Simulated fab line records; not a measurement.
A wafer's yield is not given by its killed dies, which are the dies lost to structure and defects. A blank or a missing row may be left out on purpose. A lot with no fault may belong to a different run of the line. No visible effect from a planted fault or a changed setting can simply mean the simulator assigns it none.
What tool caused it? | flow n5Finfet | Sampling: 10 lots, 30 wafers, 4 of 1938 route steps

== WHAT THE GAUGES READ, wafer by wafer ==
N5_BEOL_M3_THK_MEAS_53: measures by xrf.
lot  | measured     | on           | M3_THK (nm)
L709 | day 7 13:46  | filmMetro-01 | 37.1 35.1 36.3
L712 | day 8 04:10  | filmMetro-01 | 40.6 39.1 42.1
L713 | day 8 08:29  | filmMetro-01 | 39.6 39.0 41.1
L714 | day 8 18:46  | filmMetro-02 | 39.2 40.5 41.4
L716 | day 9 09:37  | filmMetro-01 | 38.5 40.7 38.8
L718 | day 9 16:06  | filmMetro-02 | 37.8 37.5 38.0
L720 | day 10 12:56 | filmMetro-01 | 37.9 41.0 39.0
L721 | day 10 14:38 | filmMetro-02 | 38.1 39.0 40.5
L726 | day 11 16:58 | filmMetro-01 | 38.7 38.9 41.0
L731 | day 12 21:26 | filmMetro-02 | 38.7 40.5 39.3

== TOOL THAT RAN EACH LOT (tool first, then ch and the chambers of the sampled wafers, then the start) ==
lot  | N5_BEOL_M3_SPUTTER_90       | N5_BEOL_M3_ECD_50             | N5_BEOL_M3_CMP_52
L709 | pvdSputter-01, day 7 12:19  | ecdCu-02 ch 0,1, day 7 13:05  | cmp-04 ch 0,1,2, day 7 13:28
L712 | pvdSputter-01, day 8 02:43  | ecdCu-02 ch 0, day 8 03:29    | cmp-03 ch 0,1, day 8 03:52
L713 | pvdSputter-01, day 8 07:02  | ecdCu-01 ch 0,1, day 8 07:49  | cmp-03 ch 0,1,3, day 8 08:11
L714 | pvdSputter-03, day 8 16:59  | ecdCu-02 ch 0,1, day 8 17:46  | cmp-02 ch 0,1,3, day 8 18:33
L716 | pvdSputter-01, day 9 08:08  | ecdCu-02 ch 0,1, day 9 08:55  | cmp-02 ch 2,3, day 9 09:19
L718 | pvdSputter-01, day 9 14:39  | ecdCu-02 ch 0,1, day 9 15:25  | cmp-04 ch 0,2,3, day 9 15:50
L720 | pvdSputter-01, day 10 11:28 | ecdCu-02 ch 0,1, day 10 12:16 | cmp-04 ch 0,2, day 10 12:41
L721 | pvdSputter-02, day 10 13:11 | ecdCu-02 ch 0,1, day 10 13:58 | cmp-02 ch 0,3, day 10 14:20
L726 | pvdSputter-02, day 11 15:10 | ecdCu-01 ch 0,1, day 11 15:58 | cmp-02 ch 0,2,3, day 11 16:44
L731 | pvdSputter-03, day 12 19:58 | ecdCu-01 ch 0, day 12 20:46   | cmp-03 ch 0,2, day 12 21:10
- N5_BEOL_M3_SPUTTER_90: material Cu, target thk 4.5 nm, time 8.29 s.
- N5_BEOL_M3_ECD_50: material Cu, target thk 300 nm.
- N5_BEOL_M3_CMP_52: polishes, stops on SiOC, t overpolish 6.8 s, target thk 40 nm.

== THE ANSWER, worked out from the rows above alone ==
Rule: the usual values come from the lots themselves. Put in order of their means at a reading, lots are off if they are a third of the lots or fewer, leave a main group of 4 or more, and stand apart from it by a gap of 3 or more times the standard deviation of the main group's means; of several such gaps the widest counts. If all means in a main group match to the digits the tables above print for the reading, that group is not used. A lot without any number at a reading at which 4 lots or more have one is off too. Any other lot the step has rows for is counted as sound.
No lot is off at any reading shown: from this, nothing can be told.

== WHAT WAS PUT IN BY THE SIMULATOR ==
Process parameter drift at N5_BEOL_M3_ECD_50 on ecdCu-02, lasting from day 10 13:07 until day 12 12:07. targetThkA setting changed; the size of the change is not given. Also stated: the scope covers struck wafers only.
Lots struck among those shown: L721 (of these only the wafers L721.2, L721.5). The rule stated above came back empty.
